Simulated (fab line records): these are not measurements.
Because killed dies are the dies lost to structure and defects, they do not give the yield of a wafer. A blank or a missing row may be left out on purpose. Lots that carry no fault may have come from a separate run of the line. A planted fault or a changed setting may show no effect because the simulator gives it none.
fab line records    flow nandHarc
record lots=12  wafers=35  lastDay=24
route steps=1159 shown A_STAIRCASE@550
lots that met no fault: taken from a fault-free run of the same line
startH: hours from the record's first day to the start of the lot's first wafer shown    waitH: hours since the lot's step before    " repeats the value in the row above    L1.1+2: a single row standing in for several wafers    - no value, or no start was given    * or withheld: withheld    < > ~ a bound
route shown NAME@n: names a module that has steps shown in the file, with the first one's number in the route    usual: average and standard deviation across the fault-free wafers    same: alike in all rows    chamber/n: place in a boat    sites: readings site by site    _std_site: how widely they spread, as a standard deviation    _edge_site: mean of outer sites minus mean of inner sites    radiusMm: how far each site lies from the wafer's centre    mask NAME#n: copy n    behind: the last tool/chamber to shape the wafer    hold: why the lot went on hold/how many hours it stayed there/how the hold came to an end    device: names the non-switching transistor (n, p or np)    end of line: tests run on the same wafers once the route is complete    a step without rows: its recipe alone    killed: not the wafer's yield, but the dies lost to structure and defects at the first sort    map: the dies of a wafer, with x for killed, . for not killed, _ for no die there
set.NAME: setting as actually run; set.NAME@STEP: the setting as run at that earlier step    model.NAME: the simulator's own value behind a step, which no gauge read
steps of the route over a sample of lots; a table a step, a row a wafer
services: the hour from which a tool's chamber was out of use, counted from the record's first day as startH (under 0 if before that day), plus the number of hours and why
## steps
# step NHARC_A_STAIRCASE_TRIM_14
# recipe timeS=211.2  o2FlowSccm=500  arFlowSccm=0  biasW=0  chemistry=O2
# usual drypumpMotorCurrentA=5.5/0.4  oesProductAu=0.999/0.0098  rfVppV=57.9/0.87  showerheadPlenumPTorr=3.56/0.17  throttleValvePct=17.036/0.0085
# same timeS=211.2
lot.wafer  tool        chamber  startH  waitH  drypumpMotorCurrentA  oesProductAu  rfHoursCounterH  rfVppV  showerheadPlenumPTorr  throttleValvePct
L112.4     rieDiel-03  2        -       -      4.7                   1.001         9                57.2    3.65                   17.024
L112.2     "           3        "       "      5.5                   0.986         7                57.3    3.80                   17.041
L112.6     "           1        "       "      6.3                   1.010         -                57.7    3.62                   17.035
L118.2     rieDiel-13  0        -       -      5.3                   0.992         55               56.9    3.64                   17.031
L118.6     "           2        "       "      5.5                   1.005         -                57.5    3.31                   17.031
L118.5     "           3        "       "      5.8                   1.003         -                56.5    3.29                   17.023
L120.2     rieDiel-06  2        -       -      5.6                   1.014         10               58.6    3.80                   17.034
L120.3     "           3        "       "      6.1                   0.999         5                57.8    3.35                   17.032
L120.6     "           3        "       "      6.1                   1.003         -                56.8    3.35                   17.036
L119.4     rieDiel-13  1        -       -      5.4                   0.999         54               58.0    3.57                   17.032
L119.2     "           2        "       "      5.5                   1.008         58               56.6    3.31                   17.026
L119.6     "           2        "       "      5.5                   1.017         -                58.3    3.31                   17.037
L123.1     rieDiel-13  2        -       -      5.5                   0.997         2                57.2    3.30                   17.033
L123.3     "           3        "       "      5.8                   0.998         5                57.7    3.81                   17.046
L124.1     rieDiel-13  3        -       -      5.8                   1.000         7                59.4    3.80                   17.027
L124.4     "           0        "       "      5.4                   1.002         6                60.4    3.64                   17.044
L124.3     "           2        "       "      5.5                   0.999         5                55.6    3.30                   17.041
L126.2     rieDiel-13  2        -       -      5.5                   1.004         8                57.2    3.30                   17.032
L126.6     "           0        "       "      5.3                   1.009         -                57.4    3.63                   17.029
L126.5     "           1        "       "      5.4                   0.993         -                58.7    3.57                   17.049
L129.2     rieDiel-06  1        -       -      5.0                   1.017         34               58.1    3.42                   17.039
L129.3     "           3        "       "      6.1                   1.006         33               57.3    3.34                   17.035
L129.6     "           1        "       "      5.0                   1.012         -                56.7    3.42                   17.047
L132.3     rieDiel-03  1        -       -      6.3                   1.008         50               56.6    3.59                   17.049
L132.4     "           2        "       "      4.7                   0.991         47               59.5    3.63                   17.037
L132.5     "           3        "       "      5.5                   0.970         -                58.0    3.78                   17.027
L134.3     rieDiel-03  1        -       -      6.2                   1.015         54               58.3    3.59                   17.048
L134.6     "           0        "       "      5.5                   0.985         -                57.5    3.46                   17.018
L134.5     "           1        "       "      6.3                   1.014         -                58.3    3.59                   17.037
L133.4     rieDiel-13  0        -       -      5.4                   0.995         26               57.8    3.62                   17.048
L133.1     "           1        "       "      5.4                   1.006         27               56.9    3.56                   17.033
L133.2     "           2        "       "      5.5                   1.010         24               55.5    3.29                   17.033
L135.2     rieDiel-06  0        -       -      5.7                   1.001         51               57.2    3.34                   17.022
L135.6     "           1        "       "      5.0                   1.004         -                56.8    3.41                   17.029
L135.5     "           2        "       "      5.6                   1.000         -                59.0    3.78                   17.024
# step NHARC_A_STAIRCASE_TRIM_16
# recipe timeS=211.2  o2FlowSccm=500  arFlowSccm=0  biasW=0  chemistry=O2
# usual drypumpMotorCurrentA=5.6/0.41  oesProductAu=1.000/0.01  rfVppV=57.9/1.1  showerheadPlenumPTorr=3.56/0.17  throttleValvePct=17.037/0.0089
# same timeS=211.2
lot.wafer  tool        chamber  startH  waitH  drypumpMotorCurrentA  oesProductAu  rfHoursCounterH  rfVppV  showerheadPlenumPTorr  throttleValvePct
L112.4     rieDiel-03  0        253.00  -      5.5                   0.989         8                56.6    3.49                   17.036
L112.2     "           2        "       "      4.7                   0.993         9                57.3    3.65                   17.045
L112.6     "           3        "       "      5.5                   0.989         -                59.4    3.80                   17.042
L118.2     rieDiel-13  2        259.80  -      5.5                   1.001         52               56.0    3.31                   17.037
L118.5     "           0        "       "      5.4                   1.008         -                58.2    3.64                   17.027
L118.6     "           1        "       "      5.5                   1.009         -                56.8    3.58                   17.052
L120.3     rieDiel-06  3        272.46  -      6.1                   1.000         6                58.0    3.35                   17.037
L120.2     "           0        "       "      5.7                   0.981         12               58.2    3.36                   17.038
L120.6     "           0        "       "      5.7                   0.991         -                56.8    3.36                   17.052
L119.2     rieDiel-13  2        272.61  -      5.5                   1.011         59               57.6    3.31                   17.051
L119.4     "           0        "       "      5.4                   1.010         62               57.5    3.64                   17.029
L119.6     "           3        "       "      5.8                   1.023         -                55.0    3.28                   17.044
L123.1     rieDiel-13  0        300.57  -      5.3                   0.996         4                57.2    3.64                   17.056
L123.3     "           1        "       "      5.4                   0.818         4                57.8    3.57                   17.034
L124.3     rieDiel-13  0        309.81  -      5.3                   0.819         6                59.3    3.64                   17.011
L124.4     "           1        "       "      5.5                   1.001         6                57.9    3.57                   17.025
L124.1     "           2        "       "      5.5                   0.996         5                57.4    3.30                   17.031
L126.2     rieDiel-13  2        314.51  -      5.5                   0.998         8                58.5    3.30                   17.050
L126.5     "           1        "       "      5.4                   0.996         -                57.2    3.57                   17.046
L126.6     "           2        "       "      5.5                   0.809         -                57.2    3.30                   17.038
L129.3     rieDiel-06  3        341.80  -      6.1                   1.004         33               58.8    3.34                   17.037
L129.2     "           0        "       "      5.7                   0.988         37               57.4    3.35                   17.057
L129.6     "           2        "       "      5.6                   0.995         -                59.7    3.79                   17.041
L132.3     rieDiel-03  0        350.19  -      5.5                   0.995         47               56.9    3.46                   17.035
L132.4     "           3        "       "      5.5                   0.981         45               57.7    3.78                   17.027
L132.5     "           0        "       "      5.5                   0.995         -                56.6    3.47                   17.034
L134.3     rieDiel-03  1        364.60  -      6.3                   1.018         54               56.6    3.59                   17.036
L134.5     "           1        "       "      6.3                   1.012         -                58.3    3.59                   17.020
L134.6     "           2        "       "      4.7                   0.993         -                58.4    3.63                   17.040
L133.4     rieDiel-13  2        369.43  -      5.5                   1.001         24               56.9    3.29                   17.037
L133.2     "           0        "       "      5.4                   0.997         26               57.8    3.62                   17.037
L133.1     "           1        "       "      5.4                   1.023         27               56.9    3.56                   17.033
L135.2     rieDiel-06  1        378.83  -      5.0                   1.025         51               56.4    3.41                   17.039
L135.6     "           3        "       "      6.1                   1.010         -                56.1    3.33                   17.040
L135.5     "           0        "       "      5.7                   1.002         -                56.7    3.34                   17.040
# step NHARC_A_STAIRCASE_TRIM_18
# recipe timeS=211.2  o2FlowSccm=500  arFlowSccm=0  biasW=0  chemistry=O2
# usual drypumpMotorCurrentA=5.5/0.39  oesProductAu=1.000/0.0097  rfVppV=57.8/0.96  showerheadPlenumPTorr=3.55/0.17  throttleValvePct=17.036/0.0095
# same timeS=211.2
lot.wafer  tool        chamber  startH  waitH  drypumpMotorCurrentA  oesProductAu  rfHoursCounterH  rfVppV  showerheadPlenumPTorr  throttleValvePct
L112.2     rieDiel-03  3        -       -      5.5                   0.986         8                58.5    3.80                   17.033
L112.4     "           2        "       "      4.7                   0.998         10               57.4    3.65                   17.045
L112.6     "           3        "       "      5.6                   0.984         -                57.7    3.80                   17.038
L118.2     rieDiel-13  1        -       -      5.4                   1.004         49               57.1    3.58                   17.044
L118.5     "           1        "       "      5.4                   1.000         -                58.2    3.58                   17.055
L118.6     "           2        "       "      5.5                   1.000         -                56.4    3.31                   17.022
L119.2     rieDiel-13  3        -       -      5.8                   1.006         62               56.6    3.28                   17.039
L119.4     "           0        "       "      5.4                   1.003         62               58.2    3.64                   17.045
L119.6     "           3        "       "      5.8                   1.015         -                56.0    3.28                   17.033
L120.3     rieDiel-06  1        -       -      5.0                   0.999         11               57.1    3.43                   17.033
L120.2     "           2        "       "      5.6                   0.999         11               59.8    3.80                   17.033
L120.6     "           0        "       "      5.7                   0.995         -                59.5    3.36                   17.030
L123.3     rieDiel-13  2        -       -      5.5                   1.004         3                57.1    3.31                   17.022
L123.1     "           0        "       "      5.3                   1.000         4                58.5    3.64                   17.022
L124.4     rieDiel-13  0        -       -      5.3                   0.991         6                58.2    3.64                   17.041
L124.3     "           2        "       "      5.5                   1.007         5                57.3    3.30                   17.036
L124.1     "           3        "       "      5.8                   0.998         7                59.5    3.80                   17.025
L126.2     rieDiel-13  2        -       -      5.5                   1.002         8                57.0    3.30                   17.048
L126.6     "           2        "       "      5.5                   1.006         -                55.8    3.30                   17.021
L126.5     "           3        "       "      5.8                   1.009         -                58.4    3.80                   17.044
L129.2     rieDiel-06  1        -       -      5.0                   1.002         34               57.2    3.42                   17.033
L129.3     "           2        "       "      5.6                   1.010         35               58.0    3.79                   17.024
L129.6     "           2        "       "      5.6                   1.012         -                58.0    3.79                   17.028
L132.3     rieDiel-03  0        -       -      5.5                   1.001         47               57.9    3.46                   17.046
L132.4     "           3        "       "      5.5                   0.990         45               57.6    3.78                   17.037
L132.5     "           0        "       "      5.5                   0.990         -                59.2    3.47                   17.018
L134.3     rieDiel-03  3        -       -      5.5                   0.980         50               59.1    3.78                   17.043
L134.6     "           2        "       "      4.7                   0.999         -                60.3    3.63                   17.022
L134.5     "           3        "       "      5.5                   0.989         -                59.3    3.78                   17.058
L133.2     rieDiel-13  0        -       -      5.3                   1.003         26               59.1    3.62                   17.029
L133.1     "           2        "       "      5.5                   1.012         24               56.4    3.29                   17.050
L133.4     "           3        "       "      5.8                   1.007         28               58.3    3.79                   17.042
L135.2     rieDiel-06  1        -       -      5.0                   1.015         51               57.2    3.41                   17.053
L135.5     "           1        "       "      5.0                   1.013         -                58.2    3.41                   17.021
L135.6     "           2        "       "      5.6                   1.012         -                57.4    3.78                   17.027
# step NHARC_A_STAIRCASE_TRIM_22
# recipe timeS=211.2  o2FlowSccm=500  arFlowSccm=0  biasW=0  chemistry=O2
# usual drypumpMotorCurrentA=5.5/0.34  oesProductAu=1.000/0.0089  rfVppV=57.8/0.83  showerheadPlenumPTorr=3.54/0.18  throttleValvePct=17.038/0.0097
# same timeS=211.2
lot.wafer  tool        chamber  startH  waitH  drypumpMotorCurrentA  oesProductAu  rfHoursCounterH  rfVppV  showerheadPlenumPTorr  throttleValvePct
L112.2     rieDiel-06  2        -       -      5.5                   1.007         1                58.8    3.81                   17.051
L112.4     "           3        "       "      6.1                   1.001         0                57.9    3.36                   17.031
L112.6     "           1        "       "      5.0                   1.001         -                57.9    3.44                   17.037
L118.2     rieDiel-06  1        -       -      5.0                   1.005         5                57.6    3.44                   17.048
L118.5     "           0        "       "      5.7                   0.980         -                58.9    3.36                   17.031
L118.6     "           1        "       "      5.0                   0.993         -                57.5    3.44                   17.017
L119.2     rieDiel-13  1        -       -      5.4                   1.014         55               57.3    3.57                   17.039
L119.4     "           2        "       "      5.5                   1.006         59               57.5    3.31                   17.036
L119.6     "           2        "       "      5.5                   1.000         -                58.5    3.31                   17.056
L120.2     rieDiel-06  2        -       -      5.6                   1.003         11               58.7    3.80                   17.069
L120.3     "           0        "       "      5.7                   0.993         13               58.3    3.36                   17.031
L120.6     "           1        "       "      5.0                   0.996         -                57.1    3.43                   17.040
L123.3     rieDiel-13  3        -       -      5.8                   1.005         5                59.0    3.81                   17.027
L123.1     "           0        "       "      5.3                   1.003         4                57.2    3.64                   17.032
L124.3     rieDiel-13  3        -       -      5.8                   1.006         7                58.7    3.80                   17.024
L124.4     "           0        "       "      5.3                   0.999         6                58.1    3.64                   17.056
L124.1     "           1        "       "      5.4                   0.992         7                57.5    3.57                   17.032
L126.2     rieDiel-13  2        -       -      5.5                   1.005         8                56.4    3.30                   17.047
L126.6     "           0        "       "      5.4                   1.002         -                58.2    3.63                   17.043
L126.5     "           1        "       "      5.4                   0.997         -                57.5    3.57                   17.038
L129.2     rieDiel-13  2        -       -      5.5                   1.002         15               57.0    3.30                   17.042
L129.3     "           0        "       "      5.4                   1.016         17               56.3    3.63                   17.043
L129.6     "           2        "       "      5.5                   1.001         -                57.0    3.30                   17.053
L132.4     rieDiel-03  1        -       -      6.3                   1.014         50               58.5    3.59                   17.046
L132.3     "           2        "       "      4.7                   0.995         48               59.2    3.63                   17.042
L132.5     "           0        "       "      5.5                   0.989         -                58.2    3.46                   17.041
L134.3     rieDiel-13  0        -       -      5.3                   1.001         25               57.7    3.63                   17.044
L134.5     "           0        "       "      5.4                   1.001         -                58.8    3.62                   17.028
L134.6     "           1        "       "      5.4                   1.003         -                56.7    3.56                   17.039
L133.1     rieDiel-13  0        -       -      5.3                   0.991         27               57.3    3.62                   17.043
L133.2     "           1        "       "      5.4                   1.014         27               56.9    3.56                   17.047
L133.4     "           2        "       "      5.5                   0.997         24               56.5    3.29                   17.044
L135.2     rieDiel-06  1        -       -      5.0                   1.005         51               58.5    3.41                   17.046
L135.5     "           2        "       "      5.5                   0.992         -                59.1    3.78                   17.037
L135.6     "           3        "       "      6.1                   0.983         -                57.8    3.33                   17.029
## services
tool        chamber  startH  hours  kind
rieDiel-13  0        230.89  -      clean
rieDiel-13  1        230.89  -      clean
rieDiel-13  2        230.89  -      clean
rieDiel-13  3        230.89  -      clean
rieDiel-06  -        241.51  9.0    pm
rieDiel-13  0        255.39  -      clean
rieDiel-13  1        255.39  -      clean
rieDiel-13  2        255.39  -      clean
rieDiel-13  3        255.39  -      clean
rieDiel-06  3        263.77  7.5    repair
rieDiel-13  -        270.66  0.1    repair
rieDiel-13  -        276.05  9.0    pm
rieDiel-13  0        276.05  9.0    ventCycle
rieDiel-13  1        276.05  9.0    ventCycle
rieDiel-13  2        276.05  9.0    ventCycle
rieDiel-13  3        276.05  9.0    ventCycle
rieDiel-13  0        285.05  -      clean
rieDiel-13  1        285.05  -      clean
rieDiel-06  2        288.44  2.8    repair
rieDiel-13  2        288.70  9.7    repair
rieDiel-13  2        316.71  5.8    repair
rieDiel-13  -        339.31  0.8    repair
rieDiel-03  1        370.70  3.7    repair
rieDiel-03  2        373.90  5.3    repair
## key
firstSign step=NHARC_A_STAIRCASE_TRIM_16  reading=oesProductAu  direction=down  sigmas=18  usual=1.000  struck=0.815
effect none on later readings
metAt NHARC_A_STAIRCASE_TRIM_16
struckLots L123,L124,L126
struckWafers L123.3,L124.3,L126.6
testerLeftOut L123,L124,L126
notActingAt NHARC_A_STAIRCASE_TRIM_14,NHARC_A_STAIRCASE_TRIM_18,NHARC_A_STAIRCASE_TRIM_22
onsetBetween 272.61 300.57
fault kind=processParameterDrift  tool=rieDiel-13  chamber=-  onsetH=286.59  steps=NHARC_A_STAIRCASE_TRIM_16  channel=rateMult  offset=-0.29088  shape=step  endH=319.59  scope=struckWafersOnly
# testerLeftOut: of these lots the tester's yield and bins aren't shown, on N5 and GAA mostly nor the transistor test; their killed dies are dies lost to structure and defects alone, not to doping, threshold or leakage, so they don't give the yield
